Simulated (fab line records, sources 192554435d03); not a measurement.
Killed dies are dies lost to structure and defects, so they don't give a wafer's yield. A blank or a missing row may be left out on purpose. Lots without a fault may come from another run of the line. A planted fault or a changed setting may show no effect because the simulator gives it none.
Split-lot experiment | flow n5_finfet | 7 lots, 21 wafers read, on a route of 1938 steps

THE SPLIT
At N5_BEOL_M11_EXPOSE_25 (exposes mask V10), the setting dose_mj was moved away from the recipe's 85.5 on 8 of the 21 wafers read, by +3.7% to +6.7%. The other wafers ran this setting at the recipe's value.

FROM THE SPLIT TO THE READING: what the file shows between them, 2 steps
- N5_BEOL_M11_PEB_26: peb time 60 s
- N5_BEOL_M11_DEVELOP_27: develop time 30 s

THE READING
cd_nm, in nm, at N5_BEOL_M11_CD_MEAS_28 (target cd 70 nm). Fault-free wafers of this fab line usually give 69.9 nm, standard deviation 0.78 nm.

wafer  | tool, chamber at the split | dose_mj as run | against the recipe | cd_nm, nm | against lot-mates on the recipe
L075.1 | arfi_scanner-03, 0         | 85.5           | recipe             | 69.7      | -
L075.4 | arfi_scanner-03, 0         | 85.5           | recipe             | 70.1      | -
L075.6 | arfi_scanner-03, 0         | 85.5           | recipe             | 70.5      | -
L079.1 | arfi_scanner-02, 0         | 85.5           | recipe             | 69.4      | -
L079.2 | arfi_scanner-02, 0         | 85.5           | recipe             | 69.0      | -
L079.5 | arfi_scanner-02, 0         | 85.5           | recipe             | 69.4      | -
L084.3 | arfi_scanner-03, 0         | 89.55          | +4.7%              | 75.0      | +3.3
L084.4 | arfi_scanner-03, 0         | 89.55          | +4.7%              | 73.8      | +2.1
L084.6 | arfi_scanner-03, 0         | 85.5           | recipe             | 71.7      | -
L086.2 | arfi_scanner-01, 0         | 88.65          | +3.7%              | 73.4      | +3.4
L086.3 | arfi_scanner-01, 0         | 88.65          | +3.7%              | 73.4      | +3.4
L086.5 | arfi_scanner-01, 0         | 85.5           | recipe             | 70.0      | -
L085.2 | arfi_scanner-03, 0         | 91.19          | +6.7%              | 74.6      | +6.1
L085.5 | arfi_scanner-03, 0         | 91.19          | +6.7%              | 74.3      | +5.8
L085.6 | arfi_scanner-03, 0         | 85.5           | recipe             | 68.5      | -
L088.2 | arfi_scanner-01, 0         | 89.86          | +5.1%              | 74.9      | +5.0
L088.3 | arfi_scanner-01, 0         | 89.86          | +5.1%              | 75.1      | +5.2
L088.4 | arfi_scanner-01, 0         | 85.5           | recipe             | 69.9      | -
L090.2 | arfi_scanner-01, 0         | 85.5           | recipe             | 70.0      | -
L090.4 | arfi_scanner-01, 0         | 85.5           | recipe             | 70.2      | -
L090.6 | arfi_scanner-01, 0         | 85.5           | recipe             | 69.8      | -

THE FIT
A straight line over all 21 wafers: cd_nm changes by +0.845 nm for each +1% of dose_mj; r = +0.94; the points scatter about the line by 0.8 nm.
The same after taking each lot's own level away (the mean of its wafers on the recipe; 21 wafers): +0.858 nm for each +1%; r = +0.97; scatter 0.58 nm.
On that fit, the largest move of dose_mj shifts the reading by 5.7 nm.
The lots' own levels span 68.50 to 71.70 nm, that is 4.1 times the standard deviation above.
So the lot-to-lot level changes the slope little: the two slopes agree.
Check: with one of the wafers moved furthest among these (+6.7%) left out of the fit, the line predicts +5.59 nm for it against its lot-mates. It came out at +6.1 nm against them.

OTHER SPLITS ON THESE WAFERS
These wafers also went through other splits before the reading. Each is held against what the fit with the lots' levels taken away leaves over:
other split on the same wafers | wafers away from the commonest value | r with cd_nm (lot level and that fit taken away)
N5_BEOL_M10_COAT_22 spin_rpm   | 8                                    | +0.32

THE FILE'S OWN FIT
cd_nm changes by +0.856 nm for each +1% of dose_mj, r = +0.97.
